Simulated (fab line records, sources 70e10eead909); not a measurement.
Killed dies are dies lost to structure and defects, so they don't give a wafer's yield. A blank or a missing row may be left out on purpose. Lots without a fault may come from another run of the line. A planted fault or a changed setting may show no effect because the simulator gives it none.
A struck lot beside a sound one | flow nand_harc | 12 steps out of a route of 1302
Sound: wafers L656.1, L656.3, L656.4. Struck: wafers L662.1, L662.2, L662.4. The cause comes at the end.
At each step with rows: each side's tool, then ch and its chambers, then its first start. Under that, the readings that differ: sound wafers | struck wafers | difference of the means | sigmas: that difference in standard deviations of wafers without a fault.
alike: readings whose means differ by less than 2 such deviations, and words and numbers that are the same on both sides. not compared: withheld readings, readings that some wafer has no value for, bounds like >300 that may hide the same value, and numbers for which the record gives no deviation and whose values overlap.
The two part at a step that has a row with sigmas, a row that says differs or no value, or rows on one side only. Numbers that don't overlap but have no deviation are shown without sigmas and don't part them. A reading that every wafer of one side lacks parts them only if that side has two wafers or more.

first, 1 step without rows for these wafers: NHARC_A_CHANNEL_FILL_D2_ANNEAL_22 (time 7200 s).
NHARC_A_CHANNEL_FILL_D2_ALD_25: deposits SiOx, target thk 60 nm, pulse time 10 s, ald cycles 600.
  sound on ald_hk-04 ch 0,1,2, day 16 22:44; struck on ald_hk-02 ch 0,2,3, day 18 15:14
  alike: heater_power_outer_w, heater_power_w, precursor_pulse_height_rel
NHARC_A_CHANNEL_FILL_D2_ETCHBACK_08: etches the open film in C4F8, target depth 220 nm, time 110 s.
  sound on rie_diel-04 ch 0,1,2; struck on rie_diel-13 ch 0,1,3
  alike: oes_product_au, rf_vpp_V
  not compared: rf_hours_counter_h
NHARC_A_CHANNEL_FILL_D2_STRIP_29: strips in O2, time 20 s.
  sound on rie_diel-04 ch 0,1,2; struck on rie_diel-13 ch 0,1,3
  alike: drypump_motor_current_A, oes_product_au, rf_vpp_V, showerhead_plenum_p_Torr, throttle_valve_pct
  not compared: rf_hours_counter_h
then, 3 steps without rows for these wafers: NHARC_A_CHANNEL_FILL_D2_PRECLEAN_30 (cleans in dHF, time 30 s); NHARC_A_CHANNEL_FILL_D2_SRD_31; NHARC_A_CHANNEL_FILL_D2_CVD_09 (deposits poly-Si, target thk 150 nm, time 3000 s).
NHARC_A_CHANNEL_FILL_D2_CMP_10: polishes, target thk 150 nm.
  sound on cmp-03 ch 0,1,2, day 17 11:13; struck on cmp-02 ch 0,2,3, day 19 02:31
  alike: edge_zone_pressure_frac, motor_current_A, slurry_flow_ml_min, time_to_endpoint_s
then, 1 step without rows for these wafers: NHARC_A_CHANNEL_FILL_D2_SRD_12.
NHARC_A_CHANNEL_FILL_D2_RTA_24: time 5 s.
  sound on rtp_anneal-01 ch 0, day 17 11:37; struck on rtp_anneal-01 ch 0, day 19 02:56
  reading             | sound                | struck               | difference | sigmas
  lamp_power_pct (%)  | 30.9 30.9 31.0       | 32.5 32.5 32.5       | +1.6       | +2
  lamp_zone_1_pct (%) | 31.0 31.0 31.0       | 32.6 32.5 32.5       | +1.5       | +2
  lamp_zone_2_pct (%) | 31.0 30.9 31.0       | 32.5 32.5 32.5       | +1.5       | +2
  lamp_zone_3_pct (%) | 31.0 30.9 30.9       | 32.5 32.5 32.5       | +1.6       | +2
  lamp_zone_4_pct (%) | 30.9 30.9 30.9       | 32.5 32.5 32.5       | +1.6       | +2
  lamp_zone_5_pct (%) | 31.0 30.9 31.0       | 32.5 32.5 32.6       | +1.6       | +2
  lamp_zone_6_pct (%) | 30.9 30.9 30.9       | 32.5 32.4 32.5       | +1.6       | +2
  lamp_zone_7_pct (%) | 31.4 31.5 31.4       | 33.0 33.0 33.0       | +1.6       | +2
  wafer_temp_C_max    | 1003.3 1003.7 1005.0 | 1020.4 1020.5 1021.6 | +16.8      | +21
NHARC_A_CHANNEL_FILL_D2_INSPECT_13:
  sound on defect_inspect-01, day 17 11:48; struck on defect_inspect-02, day 19 03:08
  alike: raw_defect_count
-- the record jumps here: 9 days lie between the struck wafers' starts before and after (it left off in module A_CHANNEL_FILL_D2 and takes up again in module END, whose first step shown is number 1302 of the route) --
NHARC_END_SORT_01:
  the record has rows for the struck wafers here (prober-01 ch 0, day 27 23:35) and none for the sound ones

WHERE THEY PART
First at NHARC_A_CHANNEL_FILL_D2_RTA_24; last, within this record, at NHARC_END_SORT_01.

WHY: what the simulator had put in
Process parameter drift: rtp_anneal-01, from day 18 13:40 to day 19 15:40, at NHARC_A_CHANNEL_FILL_D2_RTA_24. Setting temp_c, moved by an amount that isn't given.
